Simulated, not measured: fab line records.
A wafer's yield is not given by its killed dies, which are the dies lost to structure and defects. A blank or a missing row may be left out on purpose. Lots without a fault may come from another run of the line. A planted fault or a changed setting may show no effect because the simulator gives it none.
Which tool did it?	flow n5Finfet	Sampling: 7 lots, 19 wafers, 5 of 1938 route steps

WHAT THE GAUGES SHOWED, per wafer
N5_SDB_INSPECT_36: inspects for defects (darkfield).
lot	measured	on	rawDefectCount
L920	day 4 04:47	defectInspect-01	33 25
L923	day 5 00:04	defectInspect-01	23 28 70
L926	day 5 17:46	defectInspect-02	36 38 24
L928	day 6 05:16	defectInspect-01	24 38 32
L931	day 6 21:53	defectInspect-01	37 29
L933	day 7 08:47	defectInspect-01	45 35 26
L936	day 8 02:34	defectInspect-02	54 36 52

EACH LOT AND THE TOOL THAT RAN IT (in order: tool; ch and the chambers of the sampled wafers; start)
lot	N5_ILD0_ALD_15	N5_SDB_ETCH_17	N5_SDB_HM_OPEN_20	N5_SDB_STRIP_22
L920	aldSin-01 ch 1,2, day 3 20:38	rieDiel-06 ch 0,3, day 3 23:40	rieDiel-06 ch 0,3, day 3 23:52	plasmaAsher-01 ch 0, day 3 23:57
L923	aldSin-04 ch 0,1,3, day 4 15:01	rieDiel-04 ch 0,2,3, day 4 18:09	rieDiel-04 ch 0,2,3, day 4 18:20	plasmaAsher-01 ch 0,1, day 4 18:26
L926	aldSin-03 ch 0,2,3, day 5 10:34	rieDiel-04 ch 1,2, day 5 13:41	rieDiel-04 ch 1,2, day 5 13:53	plasmaAsher-02 ch 0,1, day 5 13:58
L928	aldSin-03 ch 1,2,3, day 5 22:19	rieDiel-01 ch 0,1,3, day 6 01:27	rieDiel-01 ch 0,1,3, day 6 01:39	plasmaAsher-01 ch 0,1, day 6 01:44
L931	aldSin-03 ch 0,1, day 6 15:43	rieDiel-01 ch 0,3, day 6 17:47	rieDiel-01 ch 0,3, day 6 17:59	plasmaAsher-01 ch 0,1, day 6 18:07
L933	aldSin-03 ch 0,1,2, day 7 01:57	rieDiel-04 ch 0,3, day 7 04:58	rieDiel-04 ch 0,3, day 7 05:09	plasmaAsher-02 ch 0, day 7 05:14
L936	aldSin-01 ch 1,2, day 7 19:45	rieDiel-04 ch 0,3, day 7 22:46	rieDiel-04 ch 0,3, day 7 22:57	plasmaAsher-02 ch 0,1, day 7 23:02
- N5_ILD0_ALD_15: deposits SiNx, target thk 24 nm, pulse time 1 s, ald cycles 480.
- N5_SDB_ETCH_17: etches SiARC in CF4, target depth 23.4 nm, time 39 s.
- N5_SDB_HM_OPEN_20: chemistry CH3F/O2, target SiNx, stops on poly-Si, target depth 24 nm.
- N5_SDB_STRIP_22: strips in N2/H2.

THE ANSWER, worked out from the rows above alone
Rule: what is usual is taken from the lots themselves. Put in order of their means at a reading, lots are off if they are a third of the lots or fewer, leave a main group of 4 or more, and stand apart from it by a gap of 3 or more times the standard deviation of the main group's means; of several such gaps the widest counts. The tables above print the reading to a certain number of digits; a main group whose means all agree to those digits is not used. Also off: a lot with no number at a reading for which 4 or more lots have one. The other lots that the step has rows for count as sound.
No lot is off on any of the readings shown, so nothing can be concluded from this.

WHAT WAS PUT IN BY THE SIMULATOR
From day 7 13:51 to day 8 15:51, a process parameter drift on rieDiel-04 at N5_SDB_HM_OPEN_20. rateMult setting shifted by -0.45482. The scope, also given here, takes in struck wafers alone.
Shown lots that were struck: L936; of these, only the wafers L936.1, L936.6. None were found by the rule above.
